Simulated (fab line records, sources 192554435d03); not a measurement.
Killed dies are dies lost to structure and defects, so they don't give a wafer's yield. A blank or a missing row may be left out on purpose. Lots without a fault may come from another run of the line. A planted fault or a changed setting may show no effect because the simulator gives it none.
fab line records | flow n5_finfet
record lots=10 wafers=28 last_day=21
route steps=1938 shown MOL_CONTACT_COAG@532 BEOL_M4@1111 PASSIVATION@1936
lots that met no fault: from a run of the same line without faults
start_h: hours from the record's first day to the start of the lot's first wafer shown | wait_h: hours since the lot's step before | " the same as in the row above | L1.1+2: a row that stands for several wafers | - no value, or no start given | * or withheld: withheld | < > ~ a bound
route shown NAME@n: a module of which the file shows steps, and the number in the route of the first | usual: mean/standard deviation of fault-free wafers | same: alike in all rows | chamber/n: place in a boat | sites: the reading at each site | _std_site: their standard deviation | _edge_site: outer sites' mean less inner sites' | radius_mm: how far each site lies from the wafer's centre | mask NAME#n: copy n | behind: the tool/chamber that last shaped the wafer | hold: why the lot was held/for how many hours/how that ended | device: the transistor (n, p or np) that didn't switch | end of line: the same wafers' tests at the end of the route | a step without rows: its recipe alone | killed: dies lost to structure and defects at the first sort, not the wafer's yield | map: a wafer's dies, x killed, . not, _ none there
set.NAME: the setting as run; set.NAME@STEP: as run at that earlier step | model.NAME: the simulator's own value behind a step, which no gauge read
steps of the route over a sample of lots; a table a step, a row a wafer
services: from which hour (start_h, from the record's first day; less than 0 if before it) a tool's chamber was out of use, for how many hours, and why
## steps
# step N5_MOL_CONTACT_COAG_ETCH_106
# recipe chemistry=N2/H2 target=SOC target_depth_a=800 overetch_a=160 mask_material=SiARC temp_c=40 time_s=120 ion_energy_ev=200 pressure_mtorr=30 source_w=840 bias_w=150 n2_flow_sccm=200 h2_flow_sccm=200
# usual drypump_motor_current_A=5.9/0.42 oes_product_au=0.71/0.071 rf_vpp_V=525.2/2.1 showerhead_plenum_p_Torr=2.60/0.072 throttle_valve_pct=17.82/0.26
# columns lot.wafer tool chamber start_h wait_h drypump_motor_current_A oes_product_au rf_hours_counter_h rf_vpp_V showerhead_plenum_p_Torr throttle_valve_pct
L668.2 rie_diel-04 0 102.36 0.0 5.1 0.63 215 522.7 2.52 18.14
L668.5 " 3 " " 5.7 0.64 - 527.1 2.62 17.91
L668.6 " 2 " " 5.7 0.73 - 525.5 2.56 17.56
L670.1 rie_diel-04 0 115.84 0.0 5.1 0.63 220 523.8 2.52 18.18
L670.4 " 3 " " 5.6 0.64 221 525.9 2.62 17.91
L670.6 " 2 " " 5.7 0.73 - 524.0 2.56 17.56
L671.2 rie_diel-04 0 120.36 0.0 5.1 0.62 221 523.2 2.52 18.17
L671.3 " 2 " " 5.7 0.73 76 525.3 2.56 17.59
L671.4 " 3 " " 5.6 0.64 222 526.7 2.62 17.92
L672.2 rie_diel-01 1 128.42 0.0 5.9 0.62 212 524.1 2.50 18.10
L672.4 " 2 " " 5.6 0.67 154 524.1 2.55 17.66
L672.5 " 0 " " 6.2 0.76 - 528.1 2.73 17.98
L673.1 rie_diel-01 2 137.15 0.0 5.6 0.67 156 524.3 2.55 17.70
L673.2 " 1 " " 5.9 0.62 215 523.5 2.50 18.11
L673.6 " 0 " " 6.2 0.76 - 528.5 2.73 17.96
L680.5 rie_diel-05 1 171.47 0.0 6.2 0.83 - 527.7 2.73 18.03
L680.6 " 2 " " 5.7 0.78 - 525.7 2.60 17.70
L681.1 rie_diel-04 2 180.68 0.0 5.7 0.71 98 524.6 2.55 17.62
L681.2 " 3 " " 5.6 0.62 244 526.6 2.61 17.95
L681.5 " 1 " " 6.3 0.80 - 524.1 2.61 18.05
L685.3 rie_diel-05 0 202.06 0.0 5.7 0.73 68 528.3 2.66 17.30
L685.6 " 2 " " 5.7 0.77 - 523.1 2.59 17.73
L688.1 rie_diel-05 2 219.79 0.0 5.8 0.76 61 525.2 2.59 17.73
L688.5 " 0 " " 5.7 0.72 - 528.7 2.66 17.31
L688.6 " 1 " " 6.2 0.80 - 527.9 2.72 18.06
L689.2 rie_diel-01 3 230.35 0.0 6.4 0.65 191 522.3 2.52 17.64
L689.3 " 2 " " 5.5 0.64 199 524.5 2.53 17.76
L689.6 " 0 " " 6.2 0.72 - 527.0 2.71 18.04
# step N5_MOL_CONTACT_COAG_CD_MEAS_99
# recipe target_cd_nm=17.2 polarity=opening
# usual cd_nm=17.1/0.39
# columns lot.wafer tool chamber start_h wait_h cd_nm
L668.2 cd_sem-02 - 102.67 - 17.2
L668.5 " - " " 17.3
L668.6 " - " " 17.4
L670.1 cd_sem-01 - 116.16 - 17.4
L670.4 " - " " 16.8
L670.6 " - " " 17.1
L671.2 cd_sem-03 - 120.68 - 17.1
L671.3 " - " " 17.3
L671.4 " - " " 17.2
L672.2 cd_sem-03 - 128.74 - 18.0
L672.4 " - " " 17.9
L672.5 " - " " 17.0
L673.1 cd_sem-02 - 137.47 - 17.8
L673.2 " - " " 16.8
L673.6 " - " " 16.7
L680.5 cd_sem-03 - 171.75 - 17.2
L680.6 " - " " 17.0
L681.1 cd_sem-03 - 181.00 - 17.3
L681.2 " - " " 17.3
L681.5 " - " " 16.9
L685.3 cd_sem-02 - 202.37 - 17.6
L685.6 " - " " 17.0
L688.1 cd_sem-02 - 220.11 - 16.9
L688.5 " - " " 17.6
L688.6 " - " " 16.6
L689.2 cd_sem-02 - 230.67 - 16.8
L689.3 " - " " 17.2
L689.6 " - " " 16.6
# step N5_MOL_CONTACT_COAG_SIL_ANNEAL_21
# recipe temp_c=550 time_s=60 ambient=N2
# usual lamp_power_pct=6.86/0.031 lamp_zone_5_pct=6.88/0.032 wafer_temp_C_max=552.2/0.5
# columns lot.wafer tool chamber start_h wait_h lamp_power_pct lamp_zone_5_pct wafer_temp_C_max
L668.2 rtp_anneal-01 0 106.25 0.4 6.88 6.90 550.9
L668.5 " 0 " " 6.89 6.89 551.8
L668.6 " 0 " " 6.88 6.89 552.5
L670.1 rtp_anneal-01 0 120.54 0.2 6.88 6.90 551.8
L670.4 " 0 " " 6.88 6.89 552.3
L670.6 " 0 " " 6.88 6.90 552.2
L671.2 rtp_anneal-01 0 121.75 0.2 6.89 6.90 551.8
L671.3 " 0 " " 6.88 6.90 552.6
L671.4 " 0 " " 6.89 6.89 552.4
L672.2 rtp_anneal-01 0 130.06 0.3 6.88 6.90 551.6
L672.4 " 0 " " 6.89 6.90 552.0
L672.5 " 0 " " 6.87 6.89 552.2
L673.1 rtp_anneal-01 0 139.34 0.2 6.89 6.89 552.2
L673.2 " 0 " " 6.88 6.89 553.1
L673.6 " 0 " " 6.88 6.89 552.5
L680.5 rtp_anneal-01 0 174.14 0.2 6.90 6.89 552.9
L680.6 " 0 " " 6.89 6.90 551.7
L681.1 rtp_anneal-01 0 183.13 0.2 6.87 6.90 552.9
L681.2 " 0 " " 6.88 6.90 551.7
L681.5 " 0 " " 6.88 6.90 552.1
L685.3 rtp_anneal-02 0 203.43 0.3 6.81 6.83 552.3
L685.6 " 0 " " 6.82 6.83 551.7
L688.1 rtp_anneal-01 0 221.08 0.2 6.88 6.90 553.0
L688.5 " 0 " " 6.88 6.90 551.9
L688.6 " 0 " " 6.88 6.90 552.5
L689.2 rtp_anneal-02 0 231.87 0.2 6.81 6.82 551.5
L689.3 " 0 " " 6.81 6.82 551.7
L689.6 " 0 " " 6.81 6.83 551.5
# step N5_MOL_CONTACT_COAG_CMP_28
# recipe stop_on=SiNx t_overpolish_s=0.85 post_cmp_clean=alkaline_brush down_force_psi=4.15 platen_rpm=51.8 pad_velocity_m_s=1.0307 target_thk_nm=14.522
# usual edge_zone_pressure_frac=1.000/0.005 head_pressure_psi=4.151/0.0093 motor_current_A=12.5/1.1 slurry_flow_ml_min=150.0/0.5 time_to_endpoint_s=4/3.2
# columns lot.wafer tool chamber start_h wait_h edge_zone_pressure_frac head_pressure_psi motor_current_A slurry_flow_ml_min time_to_endpoint_s
L668.2 cmp-01 1 112.05 0.8 1.005 4.174 13.3 150.6 8
L668.5 " 0 " " 0.994 4.161 13.3 150.1 9
L668.6 " 1 " " 0.999 4.149 13.1 151.0 10
L670.4 cmp-03 0 125.42 0.8 1.005 4.147 13.9 150.0 0
L670.1 " 1 " " 0.998 4.150 11.8 150.3 6
L670.6 " 1 " " 0.998 4.142 12.0 149.7 7
L671.4 cmp-03 2 131.44 0.8 - - - - -
L671.3 " 3 " " - - - - -
L671.2 " 1 " " - - - - -
L672.4 cmp-01 1 137.84 0.8 - - - - -
L672.2 " 2 " " - - - - -
L672.5 " 1 " " - - - - -
L673.2 cmp-03 0 145.06 0.8 - - - - -
L673.1 " 3 " " - - - - -
L673.6 " 0 " " - - - - -
L680.5 cmp-03 2 180.73 0.2 1.011 4.144 11.6 149.4 1
L680.6 " 3 " " 1.001 4.156 12.5 149.8 0
L681.2 cmp-01 1 191.42 0.8 0.994 4.142 14.5 150.3 6
L681.1 " 2 " " 1.006 4.139 11.3 150.4 4
L681.5 " 0 " " 0.989 4.166 12.9 149.8 8
L685.3 cmp-01 3 209.70 0.8 1.003 4.170 10.7 149.8 4
L685.6 " 3 " " 1.001 4.153 10.3 150.0 1
L688.1 cmp-03 3 229.11 0.8 1.003 4.143 13.3 150.8 5
L688.5 " 2 " " 1.000 4.137 11.8 150.1 5
L688.6 " 3 " " 0.999 4.149 13.4 150.1 7
L689.2 cmp-01 2 238.79 0.9 0.993 4.166 11.4 149.7 5
L689.3 " 1 " " 0.995 4.150 13.3 150.5 6
L689.6 " 2 " " 0.990 4.163 11.5 150.8 4
# step N5_MOL_CONTACT_COAG_ETCH_48
# recipe chemistry=C4F6/O2 target_depth_a=150 overetch_a=45 mask_material=SOC target=SiOC bias_w=465 pressure_mtorr=10 time_s=17 source_w=335 Ar_flow_sccm=300 C4F6_flow_sccm=10 O2_flow_sccm=10 ion_energy_ev=576
# usual drypump_motor_current_A=5.9/0.37 oes_product_au=0.66/0.081 rf_vpp_V=1604/43 showerhead_plenum_p_Torr=2.88/0.1 throttle_valve_pct=40.5/0.58
# columns lot.wafer tool chamber start_h wait_h drypump_motor_current_A oes_product_au rf_hours_counter_h rf_vpp_V showerhead_plenum_p_Torr throttle_valve_pct
L668.2 rie_diel-05 0 117.30 0.0 5.7 0.76 36 1547 3.01 40.1
L668.5 " 1 " " 6.2 0.63 - 1650 2.68 41.0
L668.6 " 2 " " 5.8 0.84 - 1594 2.88 40.1
L670.1 rie_diel-01 1 129.00 0.0 5.9 0.58 212 1608 2.78 41.1
L670.4 " 3 " " 6.4 0.59 149 1617 2.82 39.5
L670.6 " 0 " " 6.2 0.71 - 1573 3.03 41.0
L671.2 rie_diel-01 1 134.92 0.0 5.9 1.01 214 1606 2.78 41.3
L671.3 " 2 " " 5.6 1.10 156 1623 2.84 39.9
L671.4 " 0 " " 6.2 1.25 56 1572 3.03 41.3
L672.2 rie_diel-01 2 141.89 0.0 5.6 1.10 158 1623 2.84 40.0
L672.4 " 3 " " 6.4 1.10 153 1617 2.82 39.7
L672.5 " 2 " " 5.5 1.09 - 1621 2.84 39.9
L673.1 rie_diel-04 1 149.07 0.0 6.3 1.34 26 1545 2.92 41.0
L673.2 " 3 " " 5.7 1.02 231 1624 2.89 40.4
L673.6 " 0 " " 5.1 1.01 - 1498 2.76 40.3
L680.5 rie_diel-04 3 184.64 0.0 5.7 0.55 - 1622 2.89 40.3
L680.6 " 2 " " 5.7 0.67 - 1669 2.85 41.1
L681.1 rie_diel-05 3 195.00 0.0 6.7 0.74 28 1592 3.03 40.9
L681.2 " 1 " " 6.2 0.83 20 1677 3.01 41.4
L681.5 " 3 " " 6.7 0.79 - 1591 3.03 41.0
L685.3 rie_diel-05 1 213.71 0.0 6.2 0.72 29 1677 3.00 41.4
L685.6 " 3 " " 6.7 0.68 - 1592 3.03 40.9
L688.1 rie_diel-05 3 232.96 0.0 6.7 0.71 43 1591 3.03 40.9
L688.5 " 2 " " 5.8 0.66 - 1595 2.86 40.1
L688.6 " 1 " " 6.2 0.71 - 1677 3.00 41.4
L689.2 rie_diel-04 2 242.64 0.0 5.7 0.64 129 1668 2.84 41.1
L689.3 " 3 " " 5.7 0.61 272 1622 2.87 40.3
L689.6 " 0 " " 5.1 0.86 - 1498 2.75 39.7
# step N5_BEOL_M4_RC_MEAS_101
# usual DIBL_N=37.7/2 DIBL_P=37.7/2.3 IOFF_N=0.18/0.039 IOFF_P=0.23/0.042 ION_N=681/12 ION_P=463/8 SS_N=71.9/0.68 SS_P=73.6/0.71 VT_N=248/3.2 VT_P=-249/3.1
# columns lot.wafer tool chamber start_h wait_h DIBL_N[mV/V] DIBL_P[mV/V] IOFF_N[nA/um] IOFF_P[nA/um] ION_N[uA/um] ION_P[uA/um] SS_N[mV/dec] SS_P[mV/dec] VT_N[mV] VT_P[mV]
L668.2 prober-02 0 265.07 0.2 42.7 41.4 0.26 0.31 704 480 73.3 74.6 244 -245
L668.5 " 0 " " 36.7 34.8 0.13 0.18 672 465 71.3 72.9 254 -254
L668.6 " 0 " " 42.0 40.6 0.25 0.30 707 482 72.9 74.4 245 -247
L670.1 prober-01 0 278.27 0.0 36.2 35.5 0.13 0.16 658 441 72.6 73.6 254 -256
L670.4 " 0 " " 37.5 38.0 0.16 0.20 679 457 72.2 72.6 251 -254
L670.6 " 0 " " 41.2 40.8 0.24 0.24 677 452 72.4 74.0 245 -250
L681.1 prober-01 0 344.88 0.0 40.9 40.7 0.22 0.30 692 477 72.4 74.6 244 -242
L681.2 " 0 " " 37.4 36.3 0.16 0.22 676 468 71.1 73.8 248 -250
L681.5 " 0 " " 37.9 36.6 0.16 0.22 679 471 71.7 73.2 250 -249
L680.5 prober-01 0 350.35 0.6 35.0 35.0 0.15 0.20 691 476 70.9 72.8 248 -250
L680.6 " 0 " " 41.1 41.9 0.26 0.31 679 465 72.4 74.6 243 -243
L685.3 prober-01 0 378.16 0.3 38.2 38.9 0.19 0.24 685 466 71.8 73.5 246 -248
L685.6 " 0 " " 33.5 32.8 0.11 0.16 674 461 70.6 72.8 254 -255
L688.1 prober-02 0 389.10 0.0 39.4 38.3 0.22 0.26 685 469 73.2 73.9 245 -247
L688.5 " 0 " " 36.0 34.0 0.17 0.19 680 459 71.6 72.8 249 -251
L688.6 " 0 " " 38.5 39.8 0.22 0.30 688 471 71.4 73.6 244 -246
L689.2 prober-02 0 402.43 0.2 36.5 36.5 0.16 0.26 662 460 71.5 73.6 250 -245
L689.3 " 0 " " 33.3 31.9 0.12 0.17 680 463 70.8 73.0 248 -251
L689.6 " 0 " " 36.9 37.3 0.19 0.26 686 475 72.2 74.0 248 -246
# step N5_PASSIVATION_PROBE_49
# usual defect_limited_yield=91.1/1.4 killed_at_M0_to_M3=34/9.6 killed_at_M4_up=15/5.3 killed_at_contacts=12/6.1 killed_at_front_end=40/11 killed_at_other=3.5/2.8 killed_dies=105/17 killed_on_rim=14/4.3 killed_open=70/12 killed_short=34/7.7 sort_bin_4_leakage=0.01/0.07 sort_bin_5_function=5.2/0.97 sort_bin_6_memory=3.4/0.62 sort_bin_8_speed=0.00/0.023 sort_n_pass=1075/17 sort_yield_pct=91.1/1.4
# same gross_dies=1180 killed_at_back_side=0
# columns lot.wafer tool chamber start_h wait_h defect_limited_yield[%] killed_at_M0_to_M3 killed_at_M4_up killed_at_contacts killed_at_front_end killed_at_other killed_dies killed_on_rim killed_open killed_short sort_bin_4_leakage[%] sort_bin_5_function[%] sort_bin_6_memory[%] sort_bin_8_speed[%] sort_n_pass sort_yield_pct[%]
L671.2 prober-01 - 403.44 0.1 0 28 13 1101 37 1 1180 152 65 34 0 96.6 3.0 0 0 0
L671.3 prober-01 - 403.49 0.1 0 38 18 1069 53 2 1180 152 81 41 0 95.5 3.9 0 0 0
L671.4 prober-01 - 403.54 0.2 0 41 11 1092 36 0 1180 152 60 39 0 96.4 3.1 0 0 0
L673.1 prober-02 - 407.84 0.0 0 35 12 1103 28 2 1180 152 57 31 0 96.7 3.2 0 0 0
L673.2 prober-02 - 407.89 0.1 0 39 18 1094 27 2 1180 152 62 32 0 97.5 2.3 0 0 0
L673.6 prober-02 - 408.09 0.3 0 48 16 1075 36 5 1180 152 72 42 0 96.7 3.2 0 0 0
L672.2 prober-01 - 412.24 0.1 0 32 14 1064 59 11 1180 152 86 43 0 95.9 3.7 0 0 0
L672.4 prober-01 - 412.34 0.2 0 45 14 1083 26 12 1180 152 71 35 0 96.8 3.1 0 0 0
L672.5 prober-01 - 412.39 0.2 0 52 10 1071 43 4 1180 152 80 41 0 95.4 4.2 0 0 0
# killed by level:class
L671.2 MOL_CONTACT_COAG:area_cmp=1081 MOL_CONTACT_COAG:geometric_particle:open=15 FIN_SAQP:geometric_particle:open=11 FIN_SAQP:geometric_particle:short=9 BEOL_M1:geometric_particle:open=6 BEOL_M2:geometric_particle:open=6 BEOL_M4:geometric_particle:open=6 MOL_CONTACT_COAG:geometric_particle:short=5
L671.3 MOL_CONTACT_COAG:area_cmp=1058 FIN_SAQP:geometric_particle:open=16 BEOL_M0_SAQP:geometric_particle:short=11 BEOL_M0_SAQP:geometric_particle:open=9 BEOL_M4:geometric_particle:open=9 FIN_SAQP:geometric_particle:short=8 MOL_CONTACT_COAG:geometric_particle:open=8 STI_FIN_REVEAL:geometric_particle:open=7
L671.4 MOL_CONTACT_COAG:area_cmp=1081 FIN_SAQP:geometric_particle:open=15 BEOL_M0_SAQP:geometric_particle:short=12 MOL_CONTACT_COAG:geometric_particle:open=9 FIN_SAQP:geometric_particle:short=8 BEOL_M3:geometric_particle:open=8 BEOL_M0_SAQP:geometric_particle:open=6 BEOL_M4:geometric_particle:open=6
L673.1 MOL_CONTACT_COAG:area_cmp=1092 MOL_CONTACT_COAG:geometric_particle:open=7 BEOL_M0_SAQP:geometric_particle:short=7 BEOL_M2:geometric_particle:open=7 BEOL_M3:geometric_particle:open=6 GATE_CUT:geometric_particle:short=6 BEOL_M0_SAQP:geometric_particle:open=5 BEOL_M4:geometric_particle:open=5
L673.2 MOL_CONTACT_COAG:area_cmp=1084 BEOL_M0_SAQP:geometric_particle:open=13 MOL_CONTACT_COAG:geometric_particle:open=9 BEOL_M4:geometric_particle:open=9 BEOL_M0_SAQP:geometric_particle:short=8 BEOL_M2:geometric_particle:open=6 DUMMY_GATE:geometric_particle:open=5 FIN_SAQP:geometric_particle:short=4
L673.6 MOL_CONTACT_COAG:area_cmp=1065 BEOL_M2:geometric_particle:open=12 FIN_SAQP:geometric_particle:short=11 BEOL_M1:geometric_particle:open=10 BEOL_M0_SAQP:geometric_particle:open=9 MOL_CONTACT_COAG:geometric_particle:open=7 BEOL_M0_SAQP:geometric_particle:short=7 BEOL_M4:geometric_particle:open=6
L672.2 MOL_CONTACT_COAG:area_cmp=1049 STI_FIN_REVEAL:geometric_particle:open=20 MOL_CONTACT_COAG:geometric_particle:open=12 BEOL_M1:geometric_particle:open=10 BEOL_M4:geometric_particle:open=9 BEOL_M0_SAQP:geometric_particle:open=8 FIN_SAQP:geometric_particle:short=7 BEOL_M0_SAQP:geometric_particle:short=6
L672.4 MOL_CONTACT_COAG:area_cmp=1072 BEOL_M3:geometric_particle:open=12 BEOL_M4:geometric_particle:open=11 BEOL_M0_SAQP:geometric_particle:short=10 MOL_CONTACT_COAG:geometric_particle:open=10 BEOL_M1:geometric_particle:open=9 BEOL_M0_SAQP:geometric_particle:open=6 MIM_TOP_ETCH:geometric_particle:short=5
L672.5 MOL_CONTACT_COAG:area_cmp=1058 BEOL_M0_SAQP:geometric_particle:short=15 STI_FIN_REVEAL:geometric_particle:open=14 MOL_CONTACT_COAG:geometric_particle:open=12 BEOL_M2:geometric_particle:open=11 BEOL_M0_SAQP:geometric_particle:open=9 GATE_CUT:geometric_particle:short=7 BEOL_M1:geometric_particle:open=6
## services
# columns tool chamber start_h hours kind
cmp-01 - 85.10 4.0 pm
cmp-03 - 88.23 0.9 repair
rie_diel-05 3 89.42 - clean
rie_diel-05 3 89.42 - consumable_replace:focus_ring
rie_diel-05 3 89.42 - consumable_replace:showerhead
rie_diel-05 3 89.42 32.7 scheduled_down
rie_diel-05 3 89.42 32.7 vent_cycle
rie_diel-05 - 89.99 15.6 pm
cmp-01 - 91.56 4.1 pm
rie_diel-01 - 109.73 14.6 pm
rie_diel-05 1 122.16 - clean
rie_diel-05 1 122.16 - consumable_replace:focus_ring
rie_diel-01 3 166.05 3.5 repair
rtp_anneal-01 - 179.09 1.0 pm
cmp-03 - 185.93 5.7 pm
rie_diel-04 0 198.98 - clean
rie_diel-04 0 198.98 - consumable_replace:focus_ring
rie_diel-04 0 198.98 36.9 scheduled_down
rie_diel-04 0 198.98 36.9 vent_cycle
rie_diel-04 1 200.64 69.6 repair
rie_diel-04 3 203.83 8.1 repair
cmp-01 - 206.67 2.5 repair
rie_diel-01 - 214.57 2.8 pm
cmp-03 - 229.64 2.4 repair
## key
first_sign step=N5_MOL_CONTACT_COAG_CMP_28 reading=tool_record direction=missing
effect step=N5_MOL_CONTACT_COAG_ETCH_48 reading=oes_product_au direction=up sigmas=5.6 usual=0.66 struck=1.11
effect step=N5_PASSIVATION_PROBE_49 reading=killed_at_contacts direction=up sigmas=99+ usual=12 struck=1084
more_kills_born_at N5_MOL_CONTACT_COAG_CMP_28@cmp-03=6454 N5_MOL_CONTACT_COAG_CMP_28@cmp-01=3176
met_at N5_MOL_CONTACT_COAG_CMP_28
struck_lots L671,L672,L673
later_rows_left_out L671.2,L671.3,L671.4,L672.2,L672.4,L672.5,L673.1,L673.2,L673.6
not_acting_at N5_MOL_CONTACT_COAG_ETCH_106,N5_MOL_CONTACT_COAG_CD_MEAS_99,N5_MOL_CONTACT_COAG_SIL_ANNEAL_21
onset_between 125.42 131.44
fault kind=skipped_step_whole tool=cmp-01,cmp-03 chamber=- onset_h=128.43 steps=N5_MOL_CONTACT_COAG_CMP_28 scope=struck_lots_only
# later_rows_left_out: the simulator's readings of these wafers behind a module that went badly wrong aren't trusted and aren't shown, but for the sort
